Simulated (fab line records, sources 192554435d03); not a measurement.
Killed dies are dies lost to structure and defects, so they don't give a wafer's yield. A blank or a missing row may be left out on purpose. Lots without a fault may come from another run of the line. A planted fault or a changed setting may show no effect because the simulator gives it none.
fab line records | flow n5_finfet
record lots=7 wafers=21
route steps=1938 shown BEOL_M11@1546 BEOL_M12@1602
start_h: hours from the record's first day to the start of the lot's first wafer shown | wait_h: hours since the lot's step before | " the same as in the row above | L1.1+2: a row that stands for several wafers | - no value, or no start given | * or withheld: withheld | < > ~ a bound
route shown NAME@n: a module of which the file shows steps, and the number in the route of the first | usual: mean/standard deviation of fault-free wafers | same: alike in all rows | chamber/n: place in a boat | sites: the reading at each site | _std_site: their standard deviation | _edge_site: outer sites' mean less inner sites' | radius_mm: how far each site lies from the wafer's centre | mask NAME#n: copy n | behind: the tool/chamber that last shaped the wafer | hold: why the lot was held/for how many hours/how that ended | device: the transistor (n, p or np) that didn't switch | end of line: the same wafers' tests at the end of the route | a step without rows: its recipe alone | killed: dies lost to structure and defects at the first sort, not the wafer's yield | map: a wafer's dies, x killed, . not, _ none there
set.NAME: the setting as run; set.NAME@STEP: as run at that earlier step | model.NAME: the simulator's own value behind a step, which no gauge read
lots whose settings were changed on purpose; a table a step, a row a wafer
## steps
# step N5_BEOL_M11_EXPOSE_08
# recipe mask_id=M11 na=1.35 source_shape=dipole sigma_inner=0.411 sigma_outer=0.611 polarization=te dose_mj=53.75
# columns lot.wafer tool chamber start_h wait_h mask set.dose_mj
L080.4+5+6 arfi_scanner-03 0 276.65 - M11#0 53.75
L083.1+4 arfi_scanner-03 0 285.56 - M11#0 53.75
L083.3 " 0 " " M11#0 57.7
L082.1+3 arfi_scanner-01 0 292.52 - M11#0 53.75
L082.4 " 0 " " M11#0 50.92
L085.1 arfi_scanner-01 0 313.89 - M11#0 53.75
L085.2+3 " 0 " " M11#0 56.06
L087.3+4+6 arfi_scanner-01 0 322.99 - M11#0 53.75
L092.1+4 arfi_scanner-01 0 336.92 - M11#0 53.75
L092.5 " 0 " " M11#0 57.28
L093.1+4+6 arfi_scanner-01 0 338.97 - M11#0 53.75
# step N5_BEOL_M11_PEB_09
# recipe peb_temp_c=withheld peb_time_s=60 resist=CAR-ArF
# step N5_BEOL_M11_DEVELOP_10
# recipe develop_time_s=30 developer=TMAH resist=CAR-ArF rinse_liquid=diw dry=air_spin dev_temp_c=23
# step N5_BEOL_M11_CD_MEAS_11
# recipe target_cd_nm=64.1 landing_energy_ev=500 detector=se_inlens polarity=opening
# usual cd_nm=64.0/0.47
# columns lot.wafer tool chamber start_h wait_h set.dose_mj@BEOL_M11_EXPOSE_08 cd_nm
L080.4 cd_sem-02 0 276.76 - 53.75 63.2
L080.5 " 0 " " 53.75 63.0
L080.6 " 0 " " 53.75 63.7
L083.1 cd_sem-01 0 285.68 - 53.75 64.2
L083.3 " 0 " " 57.7 68.0
L083.4 " 0 " " 53.75 64.3
L082.1 cd_sem-02 0 292.65 - 53.75 63.9
L082.3 " 0 " " 53.75 64.3
L082.4 " 0 " " 50.92 60.4
L085.1 cd_sem-01 0 314.02 - 53.75 64.9
L085.2 " 0 " " 56.06 66.8
L085.3 " 0 " " 56.06 66.8
L087.3 cd_sem-02 0 323.11 - 53.75 64.7
L087.4 " 0 " " 53.75 64.5
L087.6 " 0 " " 53.75 64.5
L092.1 cd_sem-02 0 337.04 - 53.75 64.4
L092.4 " 0 " " 53.75 63.9
L092.5 " 0 " " 57.28 68.1
L093.1 cd_sem-02 0 339.10 - 53.75 63.7
L093.4 " 0 " " 53.75 64.1
L093.6 " 0 " " 53.75 64.0
# step N5_BEOL_M11_DESCUM_16
# recipe chemistry=O2 time_s=7.9 source_power_w=50 bias_power_w=20 pressure_mtorr=20 rf_frequency_hz=2.712e+07 temp_c=40 resist=CAR-ArF o2_flow_sccm=225
# columns lot.wafer tool chamber start_h wait_h set.spin_rpm@BEOL_M11_COAT_05 model.CAR-ArF_of_BEOL_M11_COAT_05.thk_nm
L080.4+5 rie_diel-05 0,2 276.84 0.0 1500 83.6
L080.6 " 1 " " 1500 83.8
L083.1 rie_diel-06 1 285.77 0.0 1500 83.8
L083.3 " 3 " " 1500 83.6
L083.4 " 0 " " 1386 87.2
L082.1 rie_diel-05 1 292.74 0.0 1500 83.4
L082.3+4 " 3 " " 1348 88.6
L085.1 rie_diel-03 1 314.11 0.0 1500 83.4
L085.2+3 " 0,3 " " 1567 81.2
L087.3 rie_diel-05 2 323.19 0.0 1500 84
L087.4 " 2 " " 1500 83.8
L087.6 " 1 " " 1500 84.2
L092.1 rie_diel-06 1 337.33 0.2 1500 84
L092.4+5 " 2,1 " " 1500 83.8
L093.1+4 rie_diel-06 2,1 339.18 0.0 1500 84.2
L093.6 " 2 " " 1352 89.2
# step N5_BEOL_M11_ETCH_61
# recipe chemistry=CF4 target=SiARC target_depth_a=390 mask_material=CAR-ArF time_s=65 ion_energy_ev=80 pressure_mtorr=40 source_w=545 bias_w=36 Ar_flow_sccm=100 cf4_flow_sccm=100 ends=cleared
# columns lot.wafer tool chamber start_h wait_h set.dose_mj@BEOL_M11_EXPOSE_08 model.BEOL_M11.cd_offset_nm
L080.4 rie_diel-05 0 276.88 0.0 53.75 -1.4
L080.5 " 2 " " 53.75 -1.2
L080.6 " 1 " " 53.75 -0.4
L083.1 rie_diel-06 1 285.81 0.0 53.75 -0.2
L083.3 " 3 " " 57.7 3.6
L083.4 " 0 " " 53.75 0
L082.1 rie_diel-05 1 292.77 0.0 53.75 -0.4
L082.3 " 3 " " 53.75 0
L082.4 " 3 " " 50.92 -3.4
L085.1 rie_diel-03 1 314.14 0.0 53.75 0.6
L085.2 " 0 " " 56.06 3
L085.3 " 3 " " 56.06 2.6
L087.3 rie_diel-05 2 323.23 0.0 53.75 0.6
L087.4 " 2 " " 53.75 0.4
L087.6 " 1 " " 53.75 0
L092.1 rie_diel-06 1 337.36 0.0 53.75 0
L092.4 " 2 " " 53.75 -0.4
L092.5 " 1 " " 57.28 4
L093.1+6 rie_diel-06 2 339.22 0.0 53.75 -0.4
L093.4 " 1 " " 53.75 0.4
# step N5_BEOL_M11_ETCH_62
# recipe chemistry=N2/H2 target=SOC target_depth_a=1100 overetch_a=220 mask_material=SiARC temp_c=40 time_s=165 ion_energy_ev=200 pressure_mtorr=30 source_w=840 bias_w=150 n2_flow_sccm=200 h2_flow_sccm=200
# columns lot.wafer tool chamber start_h wait_h set.dose_mj@BEOL_M11_EXPOSE_08 model.BEOL_M11.cd_offset_nm
L080.4+5 rie_diel-05 0,2 276.93 0.0 53.75 -1.2
L080.6 " 1 " " 53.75 -0.4
L083.1 rie_diel-06 1 285.86 0.0 53.75 -0.2
L083.3 " 3 " " 57.7 3.6
L083.4 " 0 " " 53.75 0
L082.1 rie_diel-05 1 292.82 0.0 53.75 -0.2
L082.3 " 3 " " 53.75 0.2
L082.4 " 3 " " 50.92 -3.2
L085.1 rie_diel-03 1 314.19 0.0 53.75 0.4
L085.2 " 0 " " 56.06 2.8
L085.3 " 3 " " 56.06 2.6
L087.3 rie_diel-05 2 323.28 0.0 53.75 0.8
L087.4 " 2 " " 53.75 0.2
L087.6 " 1 " " 53.75 0
L092.1 rie_diel-06 1 337.41 0.0 53.75 0
L092.4 " 2 " " 53.75 -0.4
L092.5 " 1 " " 57.28 4.2
L093.1 rie_diel-06 2 339.27 0.0 53.75 -0.2
L093.4 " 1 " " 53.75 0.4
L093.6 " 2 " " 53.75 -0.4
# step N5_BEOL_M11_STRIP_68
# recipe chemistry=N2/H2 temp_c=40 n2_flow_sccm=200 h2_flow_sccm=200 rf_frequency_hz=6e+07
# step N5_BEOL_M11_STRIP_67
# recipe chemistry=CF4 resist=SiARC power_w=300 bias_power_w=75 pressure_mtorr=50 cf4_flow_sccm=150 rf_frequency_hz=6e+07
# step N5_BEOL_M11_HM_OPEN_17
# recipe chemistry=Cl2/BCl3 target_depth_a=200 overetch_a=60 target=TiN mask_material=SOC ion_energy_ev=150 pressure_mtorr=10 icp_w=1000 bias_w=126 Cl2_flow_sccm=53.25 bcl3_flow_sccm=21.75 Ar_flow_sccm=25
# step N5_BEOL_M11_STRIP_19
# recipe chemistry=O2 power_w=400 temp_c=40 pressure_mtorr=30 rf_frequency_hz=6e+07 bias_power_w=0 overash_fraction=0.2 o2_flow_sccm=225
# step N5_BEOL_M11_CD_MEAS_18
# recipe pitch_nm=140 target_cd_nm=70
# usual cd_nm=69.9/0.51
# columns lot.wafer tool chamber start_h wait_h set.dose_mj@BEOL_M11_EXPOSE_08 cd_nm
L080.4 cd_sem-03 - 277.35 0.1 53.75 68.4
L080.5 " - " " 53.75 68.8
L080.6 " - " " 53.75 69.6
L083.1 cd_sem-02 - 286.31 0.0 53.75 69.8
L083.3 " - " " 57.7 73.3
L083.4 " - " " 53.75 69.9
L082.1 cd_sem-03 - 293.19 0.0 53.75 70.0
L082.3 " - " " 53.75 70.0
L082.4 " - " " 50.92 66.8
L085.1 cd_sem-01 - 314.56 0.0 53.75 70.2
L085.2 " - " " 56.06 72.9
L085.3 " - " " 56.06 72.3
L087.3 cd_sem-03 - 323.65 0.1 53.75 70.8
L087.4 " - " " 53.75 70.3
L087.6 " - " " 53.75 70.0
L092.1 cd_sem-01 - 337.78 0.0 53.75 69.7
L092.4 " - " " 53.75 69.7
L092.5 " - " " 57.28 74.1
L093.1 cd_sem-03 - 339.64 0.0 53.75 69.7
L093.4 " - " " 53.75 70.2
L093.6 " - " " 53.75 69.7
# step N5_BEOL_M11_COAT_63
# recipe resist=SOC temp_c=250 time_s=60 spin_rpm=1500 resist_thk_nm=100
# step N5_BEOL_M11_COAT_64
# recipe resist=SiARC temp_c=220 time_s=60 spin_rpm=1500 resist_thk_nm=30
# step N5_BEOL_M11_PRECLEAN_42
# recipe chemistry=residue_remover time_s=60 temp_c=40
# step N5_BEOL_M11_SRD_43
# recipe time_s=30 temp_c=23 rinse_liquid=diw dry=ipa_marangoni
# step N5_BEOL_M11_CD_MEAS_35
# recipe target_cd_nm=70 polarity=opening
# usual cd_nm=69.9/0.5
# columns lot.wafer tool chamber start_h wait_h set.dose_mj@BEOL_M11_EXPOSE_08 cd_nm
L080.4 cd_sem-03 - 280.17 0.0 53.75 68.6
L080.5 " - " " 53.75 68.7
L080.6 " - " " 53.75 69.6
L083.1 cd_sem-03 - 288.23 0.0 53.75 69.7
L083.3 " - " " 57.7 73.5
L083.4 " - " " 53.75 69.8
L082.1 cd_sem-02 - 297.70 0.0 53.75 69.5
L082.3 " - " " 53.75 69.9
L082.4 " - " " 50.92 67.1
L085.1 cd_sem-01 - 316.52 0.0 53.75 70.2
L085.2 " - " " 56.06 72.8
L085.3 " - " " 56.06 73.0
L087.3 cd_sem-02 - 325.35 0.0 53.75 70.7
L087.4 " - " " 53.75 70.3
L087.6 " - " " 53.75 70.2
L092.1 cd_sem-03 - 341.14 0.0 53.75 70.4
L092.4 " - " " 53.75 69.6
L092.5 " - " " 57.28 73.9
L093.1 cd_sem-01 - 341.43 0.0 53.75 69.8
L093.4 " - " " 53.75 70.5
L093.6 " - " " 53.75 69.7
# step N5_BEOL_M12_ILD_DEP_00
# recipe material=SiOC target_thk_a=6589.2 temp_c=350 precursor=DEMS/O2 pressure_torr=5 rf_w=500 time_s=130.7
# columns lot.wafer tool chamber start_h wait_h set.time_s model.SiOC_of_BEOL_M12_ILD_DEP_00.thk_nm
L080.4 pecvd-02 2 282.93 0.1 130.7 661.8
L080.5 " 1 " " 130.7 666
L080.6 " 0 " " 130.7 660.8
L083.1 pecvd-01 0 290.35 0.0 130.7 657.8
L083.3 " 2 " " 130.7 654
L083.4 " 1 " " 113.8 579.2
L082.1 pecvd-01 1 300.89 0.0 130.7 652.2
L082.3 " 2 " " 130.7 660.6
L082.4 " 1 " " 124.6 632.2
L085.1 pecvd-01 0 318.83 0.0 142.6 709.6
L085.2 " 2 " " 130.7 656
L085.3 " 1 " " 142.6 708.6
L087.3 pecvd-02 2 328.70 0.0 120.7 596.8
L087.4 " 1 " " 130.7 663.8
L087.6 " 2 " " 130.7 656.6
L092.1 pecvd-02 2 343.81 0.0 130.7 654.6
L092.4 " 0 " " 114.5 574.6
L092.5 " 1 " " 114.5 583.2
L093.1 pecvd-01 2 343.89 0.0 121.9 611.6
L093.4 " 2 " " 121.9 621.6
L093.6 " 0 " " 130.7 662.6
# step N5_BEOL_M12_THK_MEAS_01
# recipe reads=SiOC_of_BEOL_M12_ILD_DEP_00
# usual M12_ILD_THK=659/7.1
# columns lot.wafer tool chamber start_h wait_h set.time_s@BEOL_M12_ILD_DEP_00 M12_ILD_THK[nm]
L080.4 film_metro-01 - 283.01 0.0 130.7 662
L080.5 " - " " 130.7 666
L080.6 " - " " 130.7 661
L083.1 film_metro-02 - 290.48 0.1 130.7 658
L083.3 " - " " 130.7 654
L083.4 " - " " 113.8 580
L082.1 film_metro-01 - 301.24 0.3 130.7 653
L082.3 " - " " 130.7 661
L082.4 " - " " 124.6 632
L085.1 film_metro-02 - 318.96 0.1 142.6 710
L085.2 " - " " 130.7 656
L085.3 " - " " 142.6 709
L087.3 film_metro-01 - 328.83 0.1 120.7 597
L087.4 " - " " 130.7 664
L087.6 " - " " 130.7 657
L092.1 film_metro-02 - 343.94 0.1 130.7 655
L092.4 " - " " 114.5 574
L092.5 " - " " 114.5 583
L093.1 film_metro-02 - 344.02 0.1 121.9 612
L093.4 " - " " 121.9 621
L093.6 " - " " 130.7 662
## key
split step=N5_BEOL_M11_EXPOSE_08 setting=dose_mj stated=53.75 by=wafer
response step=N5_BEOL_M11_CD_MEAS_11 reading=cd_nm change=+0.569 per=1% r=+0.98
response step=N5_BEOL_M11_ETCH_61 reading=model.BEOL_M11.cd_offset_nm change=+0.566 per=1% r=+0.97
response step=N5_BEOL_M11_ETCH_62 reading=model.BEOL_M11.cd_offset_nm change=+0.578 per=1% r=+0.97
response step=N5_BEOL_M11_CD_MEAS_18 reading=cd_nm change=+0.568 per=1% r=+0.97
response step=N5_BEOL_M11_CD_MEAS_35 reading=cd_nm change=+0.546 per=1% r=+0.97
split step=N5_BEOL_M12_ILD_DEP_00 setting=time_s stated=130.7 by=wafer
response step=N5_BEOL_M12_ILD_DEP_00 reading=model.SiOC_of_BEOL_M12_ILD_DEP_00.thk_nm change=+6.27 per=1% r=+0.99
response step=N5_BEOL_M12_THK_MEAS_01 reading=M12_ILD_THK change=+6.28 per=1% r=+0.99
split outside_this_file step=N5_BEOL_M11_COAT_05 setting=spin_rpm
# split outside_this_file: this setting was split too, and the file shows its column; the key of that split is in another file
